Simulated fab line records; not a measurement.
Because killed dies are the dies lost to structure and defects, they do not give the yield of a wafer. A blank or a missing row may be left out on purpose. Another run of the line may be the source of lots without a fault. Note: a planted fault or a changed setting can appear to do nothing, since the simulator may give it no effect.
Which tool is to blame?    flow n5_finfet    9 lots, 26 wafers sampled, at 3 steps of a route of 1938

== WHAT THE GAUGES SHOWED, per wafer ==
N5_BEOL_M4_RC_MEAS_101. Usual: DIBL_N 35.9 mV/V, standard deviation 1.3; DIBL_P 35.9 mV/V, standard deviation 1.5; IOFF_N 0.152 nA/um, standard deviation 0.023; IOFF_P 0.204 nA/um, standard deviation 0.027; ION_N 673 uA/um, standard deviation 9.2; ION_P 462 uA/um, standard deviation 6.7; SS_N 71.4 mV/dec, standard deviation 0.48; SS_P 73.2 mV/dec, standard deviation 0.55; VT_N 250.3 mV, standard deviation 2.6; VT_P -250.6 mV, standard deviation 3.
lot   measured      on         DIBL_N (mV/V)   DIBL_P (mV/V)   IOFF_N (nA/um)     IOFF_P (nA/um)     ION_N (uA/um)  ION_P (uA/um)  SS_N (mV/dec)   SS_P (mV/dec)   VT_N (mV)          VT_P (mV)             flag
L856  day 8 12:53   prober-02  35.2 37.0 37.2  35.1 38.1 37.3  0.120 0.155 0.149  0.163 0.207 0.193  662 671 659    455 468 450    70.9 71.2 71.6  72.3 72.6 73.2  255.4 251.9 250.1  -253.8 -251.8 -251.3  
L858  day 8 20:23   prober-02  33.8 33.5 33.9  34.7 34.5 35.1  0.143 0.133 0.139  0.199 0.186 0.199  667 672 663    461 464 464    71.0 71.5 70.9  72.4 72.5 72.8  250.9 250.1 250.9  -250.0 -250.8 -250.2  
L859  day 9 18:23   prober-02  36.5 35.0 36.1  37.3 36.3 37.1  0.167 0.150 0.163  0.198 0.182 0.197  677 679 680    461 452 462    70.8 71.0 71.5  74.3 73.0 73.2  249.8 252.0 248.3  -253.7 -254.3 -251.2  
L862  day 10 14:52  prober-02  36.6 37.2 36.1  35.2 36.9 34.5  0.144 0.167 0.141  0.217 0.244 0.198  665 671 659    462 464 449    71.6 72.1 71.9  73.5 74.2 72.5  252.7 248.3 253.3  -248.6 -249.5 -251.8  
L866  day 11 08:07  prober-02  37.6 36.9       37.3 36.6       0.206 0.182        0.217 0.209        678 682        458 458        71.8 71.3       73.2 72.6       244.2 246.1        -253.5 -251.4         
L875  day 13 17:34  prober-01  36.5 35.8 36.4  36.4 35.8 36.3  0.174 0.162 0.172  0.228 0.218 0.228  688 681 677    471 469 468    71.9 72.0 71.1  72.9 72.9 72.5  246.3 248.6 245.5  -248.1 -249.2 -247.2  
L877  day 14 01:35  prober-02  35.1 35.0 35.1  35.8 36.8 36.6  0.128 0.132 0.138  0.167 0.175 0.171  669 668 672    455 454 456    71.1 71.7 71.8  73.3 73.4 73.2  255.3 253.2 252.9  -254.2 -253.3 -257.5  
L878  day 14 19:56  prober-01  41.0 37.6 38.4  40.4 35.8 36.5  0.248 0.157 0.177  0.306 0.216 0.238  686 667 669    469 459 455    72.2 72.2 71.4  74.8 73.7 74.4  245.1 251.9 249.1  -245.4 -252.3 -249.1  
L879  day 14 22:47  prober-02  35.3 35.2 35.9  34.3 34.4 35.3  0.134 0.130 0.146  0.219 0.216 0.240  657 667 678    466 471 477    71.6 71.4 71.1  73.2 72.1 73.7  252.8 249.9 251.0  -247.0 -247.9 -244.7  

N5_PASSIVATION_CD_MEAS_44: target cd 40000 nm. Usual: cd_nm at 39999 nm, with a standard deviation of 2.7.
lot   measured      on         cd_nm (nm)         flag
L856  day 13 00:17  cd_sem-03  39999 39997 40000  
L858  day 13 11:20  cd_sem-01  40000 40000 40002  
L859  day 14 09:05  cd_sem-02  40002 39999 39999  
L862  day 14 20:09  cd_sem-01  39998 39994 39998  
L866  day 15 21:55  cd_sem-03  39997 39997        
L875  day 18 03:33  cd_sem-02  39999 39997 39994  
L877  day 18 15:07  cd_sem-01  39996 39997 39995  
L878  day 19 05:34  cd_sem-03  39995 40002 40002  
L879  day 19 13:09  cd_sem-02  40003 40000 39999  

== WHAT TOOL EACH LOT RAN ON (gives the tool, then ch and the chambers of the sampled wafers, and finally the start) ==
lot   N5_PASSIVATION_PECVD_35
L856  pecvd-04 ch 0,1,2, day 12 23:52
L858  pecvd-01 ch 0,1,2, day 13 10:54
L859  pecvd-03 ch 0,1,2, day 14 08:32
L862  pecvd-03 ch 0,2, day 14 19:36
L866  pecvd-04 ch 0, day 15 21:21
L875  pecvd-03 ch 1,2, day 18 03:07
L877  pecvd-01 ch 1,2, day 18 14:34
L878  pecvd-04 ch 0,1,2, day 19 05:01
L879  pecvd-03 ch 1,2, day 19 12:32
- N5_PASSIVATION_PECVD_35: deposits SiNx from SiH4/NH3/N2, target thk 700 nm, time 151.3 s.

== WHAT THE TOOLS THEMSELVES READ (means of the sampled wafers that have a number; where no wafer has one, the mark that the record gives instead) ==
N5_PASSIVATION_PECVD_35. Usual: chamber_pressure_Torr 4.901 Torr, standard deviation 0.011; heater_power_w 317 W, standard deviation 80; showerhead_plenum_p_Torr 8.69 Torr, standard deviation 0.059; throttle_valve_pct 29.7 %, standard deviation 2.1.
lot   tool      chamber_pressure_Torr (Torr)  heater_power_w (W)  showerhead_plenum_p_Torr (Torr)  throttle_valve_pct (%)  flag
L856  pecvd-04  4.897                         365                 8.70                             29.2                    
L858  pecvd-01  4.905                         248                 8.68                             30.1                    
L859  pecvd-03  4.902                         343                 8.69                             29.6                    
L862  pecvd-03  4.900                         364                 8.69                             27.6                    
L866  pecvd-04  4.913                         414                 8.65                             28.2                    
L875  pecvd-03  4.903                         350                 8.70                             31.6                    
L877  pecvd-01  4.902                         288                 8.66                             29.8                    
L878  pecvd-04  4.893                         345                 8.72                             29.6                    
L879  pecvd-03  4.908                         350                 8.68                             29.8                    

== THE ANSWER, worked out from the rows above alone ==
Rule: a lot counts as off when the mean over its wafers that have a number is more than 3 standard deviations away from the usual mean. Also off: a lot with no number at a reading for which 4 or more lots have one. All remaining lots with rows at the step are treated as sound. After the gauges, taken in route order, come the tools' own readings; for these a lot's mean is taken, as printed above. The first step at which some lot is off is used, and at that step the reading that is off furthest; a lot without a number counts as furthest.
No lot is off at any reading shown: from this, nothing can be told.

== WHAT THE SIMULATOR PUT IN ==
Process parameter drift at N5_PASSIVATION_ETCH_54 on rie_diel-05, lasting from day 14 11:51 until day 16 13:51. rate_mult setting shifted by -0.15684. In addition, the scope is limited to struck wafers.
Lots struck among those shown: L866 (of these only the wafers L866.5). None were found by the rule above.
